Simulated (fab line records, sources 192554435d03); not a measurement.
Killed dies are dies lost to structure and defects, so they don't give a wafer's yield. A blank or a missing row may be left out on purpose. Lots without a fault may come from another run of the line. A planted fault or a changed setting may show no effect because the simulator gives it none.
Which tool did it? | flow n5_finfet | 8 lots, 22 wafers sampled, at 9 steps of a route of 1938

WHAT THE GAUGES READ, wafer by wafer
N5_BEOL_M4_RC_MEAS_101.
lot  | measured     | on        | DIBL_N (mV/V)  | DIBL_P (mV/V)  | IOFF_N (nA/um)    | IOFF_P (nA/um)    | ION_N (uA/um) | ION_P (uA/um) | SS_N (mV/dec)  | SS_P (mV/dec)  | VT_N (mV)         | VT_P (mV)
L928 | day 8 00:16  | prober-01 | 35.0 35.3 35.6 | 35.5 34.7 35.7 | 0.131 0.128 0.131 | 0.174 0.170 0.179 | 674 664 665   | 456 452 456   | 71.2 71.7 70.8 | 72.7 73.0 72.5 | 252.7 252.4 254.0 | -254.4 -255.1 -254.1
L929 | day 8 05:33  | prober-01 | 35.3 37.3 34.9 | 34.4 37.2 34.2 | 0.136 0.170 0.129 | 0.177 0.217 0.175 | 671 682 668   | 462 467 461   | 70.8 71.2 70.1 | 73.1 74.0 73.2 | 250.8 248.2 250.4 | -251.1 -250.9 -252.8
L930 | day 8 10:10  | prober-02 | 36.3 35.5 37.9 | 36.9 36.1 38.2 | 0.150 0.134 0.171 | 0.209 0.194 0.225 | 659 657 669   | 457 452 461   | 71.7 71.6 72.7 | 72.9 73.6 74.3 | 252.3 255.2 250.0 | -251.1 -251.2 -252.0
L938 | day 9 23:26  | prober-02 | 37.5 35.7      | 36.7 34.4      | 0.153 0.135       | 0.205 0.174       | 664 659       | 458 456       | 71.8 71.9      | 73.6 72.6      | 251.9 251.5       | -251.3 -251.5
L939 | day 10 18:02 | prober-01 | 36.5 35.5      | 35.9 35.2      | 0.161 0.155       | 0.207 0.199       | 675 674       | 461 469       | 71.6 71.9      | 72.9 72.5      | 248.3 249.1       | -252.3 -248.3
L944 | day 11 15:38 | prober-01 | 36.5 38.0 36.4 | 35.7 37.5 35.4 | 0.142 0.169 0.138 | 0.199 0.228 0.196 | 665 666 658   | 454 463 456   | 71.3 71.4 71.1 | 73.1 73.5 73.1 | 250.0 249.7 250.6 | -250.1 -248.1 -253.0
L947 | day 12 17:07 | prober-02 | 37.5 35.4 35.9 | 35.7 34.3 34.6 | 0.148 0.120 0.132 | 0.179 0.157 0.162 | 665 667 660   | 448 455 455   | 71.8 70.2 72.1 | 73.4 72.9 72.3 | 251.7 252.6 252.5 | -255.2 -255.0 -255.7
L949 | day 13 01:10 | prober-01 | 35.8 36.5 35.6 | 34.6 34.8 34.3 | 0.141 0.147 0.142 | 0.206 0.210 0.208 | 679 665 681   | 470 463 472   | 71.0 71.5 71.0 | 73.2 72.5 72.6 | 250.3 248.9 250.8 | -247.9 -246.2 -247.9

N5_BEOL_M10_RS_MEAS_57: measures by four-point-probe.
lot  | measured     | on            | M10_RS (ohm/sq)
L928 | day 10 06:41 | film_metro-02 | 0.157 0.157 0.153
L929 | day 10 11:32 | film_metro-01 | 0.152 0.149 0.150
L930 | day 10 16:32 | film_metro-01 | 0.152 0.151 0.150
L938 | day 12 10:49 | film_metro-02 | 0.154 0.148
L939 | day 12 19:49 | film_metro-01 | 0.153 0.156
L944 | day 13 20:28 | film_metro-02 | 0.149 0.149 0.148
L947 | day 15 03:25 | film_metro-01 | 0.150 0.150 0.150
L949 | day 15 04:59 | film_metro-01 | 0.148 0.151 0.143

N5_BEOL_M11_CD_MEAS_18: pitch 140 nm, target cd 70 nm.
lot  | measured     | on        | cd_nm (nm)
L928 | day 10 10:13 | cd_sem-02 | 70.8 70.5 71.1
L929 | day 10 14:56 | cd_sem-01 | 69.2 69.1 69.6
L930 | day 10 19:02 | cd_sem-03 | 70.2 70.5 70.4
L938 | day 12 14:25 | cd_sem-02 | 69.8 -
L939 | day 12 22:09 | cd_sem-02 | 69.6 -
L944 | day 13 22:50 | cd_sem-02 | 69.2 69.7 69.2
L947 | day 15 06:43 | cd_sem-03 | 69.6 68.9 69.0
L949 | day 15 07:31 | cd_sem-02 | 70.9 70.8 71.7

N5_BEOL_M11_OCD_MEAS_38.
lot  | measured     | on     | trench_depth_nm (nm)
L928 | day 10 13:54 | ocd-01 | 147.1 146.4 150.2
L929 | day 10 16:23 | ocd-01 | 147.0 147.7 151.2
L930 | day 10 20:16 | ocd-02 | 155.0 155.4 150.0
L938 | day 12 16:58 | ocd-02 | 150.1 15.2
L939 | day 12 23:49 | ocd-01 | 147.8 12.6
L944 | day 14 00:41 | ocd-01 | 148.1 153.1 152.0
L947 | day 15 10:19 | ocd-01 | 152.3 148.1 147.4
L949 | day 15 09:42 | ocd-01 | 147.9 150.6 145.6

N5_BEOL_M11_CD_MEAS_35: target cd 70 nm.
lot  | measured     | on        | cd_nm (nm)
L928 | day 10 14:03 | cd_sem-03 | 71.0 70.4 70.6
L929 | day 10 16:32 | cd_sem-03 | 69.0 68.9 69.6
L930 | day 10 20:25 | cd_sem-03 | 70.3 70.3 70.4
L938 | day 12 17:07 | cd_sem-01 | 69.7 -
L939 | day 12 23:58 | cd_sem-02 | 69.5 -
L944 | day 14 00:50 | cd_sem-01 | 69.1 69.2 69.0
L947 | day 15 10:28 | cd_sem-01 | 70.1 69.1 69.3
L949 | day 15 09:51 | cd_sem-03 | 71.3 71.0 71.1

WHICH TOOL RAN EACH LOT (tool, then ch and the chambers of the sampled wafers, then the start)
lot  | N5_BEOL_M10_DEGAS_44         | N5_BEOL_M10_CMP_52            | N5_BEOL_M11_ETCH_62                | N5_BEOL_M11_VIA_ETCH_34
L928 | pvd_sputter-03, day 10 05:02 | cmp-03 ch 0,1, day 10 06:17   | rie_diel-03 ch 0,1, day 10 09:50   | rie_diel-05 ch 0,3, day 10 13:37
L929 | pvd_sputter-01, day 10 09:55 | cmp-03 ch 0,2, day 10 11:07   | rie_diel-05 ch 0,1,2, day 10 14:34 | rie_diel-03 ch 1,2,3, day 10 16:06
L930 | pvd_sputter-03, day 10 14:27 | cmp-04 ch 1,2, day 10 16:09   | rie_diel-03 ch 1,2,3, day 10 18:40 | rie_diel-01 ch 0,2,3, day 10 19:58
L938 | pvd_sputter-01, day 12 08:51 | cmp-03 ch 0,1, day 12 10:32   | rie_diel-03 ch 1,2, day 12 14:06   | rie_diel-05 ch 0,3, day 12 16:42
L939 | pvd_sputter-02, day 12 17:34 | cmp-04 ch 1,3, day 12 19:28   | rie_diel-03 ch 0,1, day 12 21:47   | rie_diel-05 ch 3, day 12 23:32
L944 | pvd_sputter-02, day 13 18:03 | cmp-04 ch 1,2,3, day 13 20:02 | rie_diel-01 ch 0,1,2, day 13 22:28 | rie_diel-01 ch 0,2, day 14 00:25
L947 | pvd_sputter-03, day 15 00:37 | cmp-04 ch 0,1,2, day 15 03:04 | rie_diel-05 ch 0,1,2, day 15 06:15 | rie_diel-01 ch 2,3, day 15 10:02
L949 | pvd_sputter-01, day 15 03:04 | cmp-04 ch 0,1,3, day 15 04:36 | rie_diel-01 ch 0,2,3, day 15 07:07 | rie_diel-05 ch 0,2,3, day 15 09:25
- N5_BEOL_M10_DEGAS_44: time 60 s.
- N5_BEOL_M10_CMP_52: polishes, stops on SiCOH lowk, t overpolish 7 s, target thk 140 nm.
- N5_BEOL_M11_ETCH_62: etches SOC in N2/H2, target depth 110 nm, overetch 22 nm, time 165 s.
- N5_BEOL_M11_VIA_ETCH_34: etches SiCOH lowk in C4F6/O2, target depth 184.5 nm, time 69.2 s.

WHAT THE TOOLS THEMSELVES READ (means of the sampled wafers that have a number; where no wafer has one, the mark that the record gives instead)
N5_BEOL_M10_DEGAS_44.
lot  | tool           | heater_power_w (W)
L928 | pvd_sputter-03 | 323
L929 | pvd_sputter-01 | 342
L930 | pvd_sputter-03 | 320
L938 | pvd_sputter-01 | 327
L939 | pvd_sputter-02 | 374
L944 | pvd_sputter-02 | 319
L947 | pvd_sputter-03 | 355
L949 | pvd_sputter-01 | 338

N5_BEOL_M10_CMP_52.
lot  | tool   | barrier_field_endpoint_s (s) | motor_current_A (A) | overpolish_run_s (s) | retaining_ring_pressure_frac | slurry_filter_dp_kPa (kPa) | time_to_endpoint_s (s)
L928 | cmp-03 | 29.0                         | 6.0                 | 6.996                | 0.996                        | 13.58                      | 65.1
L929 | cmp-03 | 28.7                         | 5.7                 | 6.996                | 1.005                        | 13.40                      | 64.7
L930 | cmp-04 | 28.6                         | 7.5                 | 6.993                | 1.008                        | 13.60                      | 63.5
L938 | cmp-03 | 29.0                         | 5.7                 | 7.004                | 1.000                        | 13.59                      | 66.8
L939 | cmp-04 | 27.6                         | 7.0                 | 6.992                | 1.000                        | 13.48                      | 62.8
L944 | cmp-04 | 28.3                         | 6.9                 | 6.992                | 1.004                        | 13.50                      | 66.0
L947 | cmp-04 | 29.1                         | 7.1                 | 6.998                | 0.998                        | 13.30                      | 67.5
L949 | cmp-04 | 29.1                         | 6.4                 | 6.992                | 1.001                        | 13.47                      | 68.0

N5_BEOL_M11_ETCH_62.
lot  | tool        | drypump_motor_current_A (A) | oes_product_au (a.u.) | rf_vpp_V (V) | showerhead_plenum_p_Torr (Torr) | temp_c (C) | throttle_valve_pct (%)
L928 | rie_diel-03 | 5.4                         | 0.60                  | 526          | 2.61                            | 39.93      | 17.83
L929 | rie_diel-05 | 5.6                         | 0.71                  | 521          | 2.47                            | 40.02      | 17.81
L930 | rie_diel-03 | 5.3                         | 0.63                  | 524          | 2.54                            | 39.97      | 17.70
L938 | rie_diel-03 | 5.3                         | 0.60                  | 526          | 2.62                            | 40.00      | 17.73
L939 | rie_diel-03 | 5.4                         | 0.71                  | 525          | 2.61                            | 39.98      | 17.62
L944 | rie_diel-01 | 6.1                         | 0.70                  | 526          | 2.63                            | 39.98      | 17.87
L947 | rie_diel-05 | 5.6                         | 0.66                  | 521          | 2.45                            | 40.00      | 17.86
L949 | rie_diel-01 | 5.8                         | 0.69                  | 525          | 2.60                            | 40.03      | 17.85

N5_BEOL_M11_VIA_ETCH_34.
lot  | tool        | drypump_motor_current_A (A) | oes_f_703_au (a.u.) | oes_product_au (a.u.) | rf_vpp_V (V) | showerhead_plenum_p_Torr (Torr) | throttle_valve_pct (%)
L928 | rie_diel-05 | 6.1                         | 0.80                | 0.79                  | 654          | 2.75                            | 20.93
L929 | rie_diel-03 | 5.3                         | 0.74                | 0.74                  | 664          | 2.84                            | 20.76
L930 | rie_diel-01 | 5.8                         | 0.89                | 0.89                  | 663          | 2.92                            | 20.85
L938 | rie_diel-05 | 5.8                         | 0.80                | 0.55                  | 655          | 2.76                            | 20.84
L939 | rie_diel-05 | 6.8                         | 0.76                | 0.53                  | 654          | 2.73                            | 20.96
L944 | rie_diel-01 | 6.1                         | 0.86                | 0.86                  | 665          | 2.90                            | 20.94
L947 | rie_diel-01 | 5.9                         | 0.77                | 0.76                  | 661          | 2.92                            | 21.07
L949 | rie_diel-05 | 5.9                         | 0.75                | 0.74                  | 656          | 2.73                            | 20.98

THE ANSWER, worked out from the rows above alone
Rule: what is usual is taken from the lots themselves. Put in order of their means at a reading, lots are off if they are a third of the lots or fewer, leave a main group of 4 or more, and stand apart from it by a gap of 3 or more times the standard deviation of the main group's means; of several such gaps the widest counts. A main group whose means are all the same, to the digits that the tables above print for the reading, isn't used. A lot without any number at a reading at which 4 lots or more have one is off too. The other lots that the step has rows for count as sound. The gauges are gone through in route order, then the tools' own readings, and for those a lot's mean is taken as printed above. The first step at which some lot is off is used, and at that step the reading that is off furthest; a lot without a number counts as furthest.
Off: L938, L939, at N5_BEOL_M11_OCD_MEAS_38 (trench_depth_nm). The main group: mean 149.7 nm, standard deviation 2.
A tool fits if, at a process step before that reading, it ran every lot that is off, and no sound lot after the first of them. The gauges at N5_BEOL_M11_OCD_MEAS_38 aren't tried: what is off there is off at N5_BEOL_M11_VIA_ETCH_34 too, on other tools, and a gauge's error can't cause that. One fits: rie_diel-03 at N5_BEOL_M11_ETCH_62. Its last sound lot is L930 (day 10 18:40), its first lot that is off L938 (day 12 14:06): a fault that began between those two fits.

WHAT THE SIMULATOR HAD PUT IN
Process parameter drift: rie_diel-03, from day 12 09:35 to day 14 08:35, at N5_BEOL_M11_ETCH_62. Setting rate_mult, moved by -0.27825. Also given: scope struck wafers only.
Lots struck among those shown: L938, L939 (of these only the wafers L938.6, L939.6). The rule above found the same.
